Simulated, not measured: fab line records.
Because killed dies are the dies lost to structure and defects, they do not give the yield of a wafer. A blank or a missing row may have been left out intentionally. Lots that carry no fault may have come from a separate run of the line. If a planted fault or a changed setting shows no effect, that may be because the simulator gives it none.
Matching of chambers :: flow n5-finfet :: 3 sister chambers for N5_BEOL_M3_ALD_84 on ald-metal-03
The step deposits TaN, pulse time 2 s, purge time 3 s, co reactant purge time 2 s. 3 wafers are shown with their chamber, then 6 later ones without.

== WAFERS WITH THEIR CHAMBER ==
wafer: L086.1
chamber: 3
heater-power-w (W): 382

wafer: L086.3
chamber: 0
heater-power-w (W): 381

wafer: L090.1
chamber: 2
heater-power-w (W): 436

== WAFERS WHOSE CHAMBER IS MISSING ==
wafer: L090.6
heater-power-w (W): 377

wafer: L089.2
heater-power-w (W): 437

wafer: L089.3
heater-power-w (W): 374

wafer: L089.6
heater-power-w (W): 372

wafer: L096.1
heater-power-w (W): 440

wafer: L096.5
heater-power-w (W): 431

== CHAMBER TAKEN BY EACH ==
wafer: L090.6
from the rows above: can't be placed: 0 or 3
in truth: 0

wafer: L089.2
from the rows above: 2
in truth: 2

wafer: L089.3
from the rows above: can't be placed: 0 or 3
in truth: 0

wafer: L089.6
from the rows above: can't be placed: 0 or 3
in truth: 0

wafer: L096.1
from the rows above: 2
in truth: 2

wafer: L096.5
from the rows above: 2
in truth: 2
Correctly placed: 3 of 6. Unplaceable from these rows: 3, with the true chamber sitting among the candidates in 3. Placed wrongly: 0.
How it was worked out, from the rows above alone: a wafer's distance from a chamber is the root of the sum, over the readings, of the square of ((its reading less the chamber's mean) divided by the reading's scatter). The wafer belongs to the nearest chamber; if the next one is less than 2 further off, it can't be placed. The mean given for a chamber averages the wafers shown for that chamber. The scatter: root of mean squared gap, hidden wafer to nearest shown wafer, with one shown wafer a chamber.
